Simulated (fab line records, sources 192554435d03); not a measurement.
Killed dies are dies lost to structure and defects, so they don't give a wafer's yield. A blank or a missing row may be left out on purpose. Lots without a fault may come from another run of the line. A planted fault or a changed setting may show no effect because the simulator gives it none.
A struck lot beside a sound one | flow n5_finfet | 36 steps out of a route of 1938
Sound: wafers L475.2, L475.5, L475.6. Struck: wafer L472.3. (L472.5, L472.6 of the same lot were not struck and are left out.) The cause comes at the end.
At each step with rows: each side's tool, then ch and its chambers, then its first start. Under that, the readings that differ: sound wafers | struck wafers | difference of the means | sigmas: that difference in standard deviations of wafers without a fault.
alike: readings whose means differ by less than 2 such deviations, and words and numbers that are the same on both sides. not compared: withheld readings, readings that some wafer has no value for, bounds like >300 that may hide the same value, and numbers for which the record gives no deviation and whose values overlap.
The two part at a step that has a row with sigmas, a row that says differs or no value, or rows on one side only. Numbers that don't overlap but have no deviation are shown without sigmas and don't part them. A reading that every wafer of one side lacks parts them only if that side has two wafers or more.

first, 8 steps without rows for these wafers: N5_BEOL_M4_SPUTTER_96 (material Cu, target thk 4.5 nm, time 8.29 s); N5_BEOL_M4_ECD_50 (material Cu, target thk 300 nm); N5_BEOL_M4_ANNEAL_51 (time 90 s); N5_BEOL_M4_CMP_52 (polishes, stops on SiOC, t overpolish 6.8 s, target thk 40 nm); N5_BEOL_M4_PRE_CLEAN_60 (time 15 s); N5_BEOL_M4_CO_CAP_55 (material Co, precursor CCTBA/H2, target thk 2 nm, time 102.1 s); N5_BEOL_M4_PRE_CLEAN_56 (time 15 s); N5_BEOL_M4_DEP_57 (deposits SiCN from 3MS/NH3, target thk 8 nm, time 14 s).
N5_BEOL_M5_ILD_DEP_00: deposits SiCOH lowk from DEMS/porogen, target thk 140.64 nm, time 25.9 s.
  sound on pecvd-02 ch 1,2, day 13 07:33; struck on pecvd-04 ch 0, day 12 13:28
  reading                                            | sound             | struck | difference | sigmas
  model.SiCOH_lowk_of_BEOL_M5_ILD_DEP_00.thk_nm (nm) | 139.6 140.6 141.2 | 134.2  | -6.3       |
  alike: heater_power_w, showerhead_plenum_p_Torr, showerhead_vpp_V, throttle_valve_pct
  not compared: since_wet_clean_h
then, 1 step without rows for these wafers: N5_BEOL_M5_CURE_79 (cures SiCOH lowk, time 240 s).
N5_BEOL_M5_THK_MEAS_01:
  sound on film_metro-01, day 13 08:37; struck on film_metro-01, day 12 14:02
  reading         | sound             | struck | difference | sigmas
  M5_ILD_THK (nm) | 120.0 121.1 121.5 | 115.5  | -5.4       | -4
then, 23 steps without rows for these wafers: N5_BEOL_M5_PECVD_70 (deposits SiO2 from TEOS/O2, target thk 16 nm, time 18 s); N5_BEOL_M5_HM_DEP_02 (deposits TiN, target thk 20 nm); N5_BEOL_M5_COAT_59 (time 60 s, resist thk 60 nm); N5_BEOL_M5_COAT_60 (time 60 s, resist thk 12 nm); N5_BEOL_M5_COAT_71 (time 60 s, resist thk 5 nm); N5_BEOL_M5_COAT_05 (resist thk 30 nm); N5_BEOL_M5_EBR_07; N5_BEOL_M5_SOFTBAKE_06 (time 60 s); N5_BEOL_M5_EXPOSE_08 (exposes mask M5, target cd 28 nm); N5_BEOL_M5_PEB_09 (peb time 60 s); N5_BEOL_M5_DEVELOP_10 (develop time 30 s); N5_BEOL_M5_DESCUM_16 (chemistry O2, time 7 s); N5_BEOL_M5_ETCH_72 (etches underlayer in N2/H2, target depth 6.5 nm, time 5.2 s); N5_BEOL_M5_ETCH_61 (etches SiARC in CF4, target depth 15.6 nm, time 26 s); N5_BEOL_M5_ETCH_62 (etches SOC in N2/H2, target depth 75 nm, overetch 15 nm, time 112.5 s); N5_BEOL_M5_STRIP_63 (strips in N2/H2); N5_BEOL_M5_STRIP_73 (strips in N2/H2); N5_BEOL_M5_STRIP_64 (strips in CF4); N5_BEOL_M5_HM_OPEN_17 (chemistry Cl2/BCl3, target TiN, target depth 20 nm, overetch 6 nm); N5_BEOL_M5_STRIP_19 (strips in O2); N5_BEOL_M5_COAT_65 (time 60 s, resist thk 60 nm); N5_BEOL_M5_COAT_66 (time 60 s, resist thk 12 nm); N5_BEOL_M5_COAT_74 (time 60 s, resist thk 5 nm).
N5_BEOL_M5_CMP_52: polishes, stops on SiCOH lowk, t overpolish 6.9 s, target thk 62 nm.
  sound on cmp-03 ch 1,2,3, day 13 20:56; struck on cmp-04 ch 1, day 12 23:31
  reading                                            | sound         | struck | difference | sigmas
  model.SiCOH_lowk_of_BEOL_M5_ILD_DEP_00.thk_nm (nm) | 117 118 118.6 | 112.4  | -5.5       |
  alike: head_pressure_psi, motor_current_A
N5_PASSIVATION_PROBE_49:
  the record has rows for the sound wafers here (prober-02, day 17 18:23) and none for the struck ones

WHERE THEY PART
First at N5_BEOL_M5_THK_MEAS_01; last, within this record, at N5_PASSIVATION_PROBE_49.

WHY: what the simulator had put in
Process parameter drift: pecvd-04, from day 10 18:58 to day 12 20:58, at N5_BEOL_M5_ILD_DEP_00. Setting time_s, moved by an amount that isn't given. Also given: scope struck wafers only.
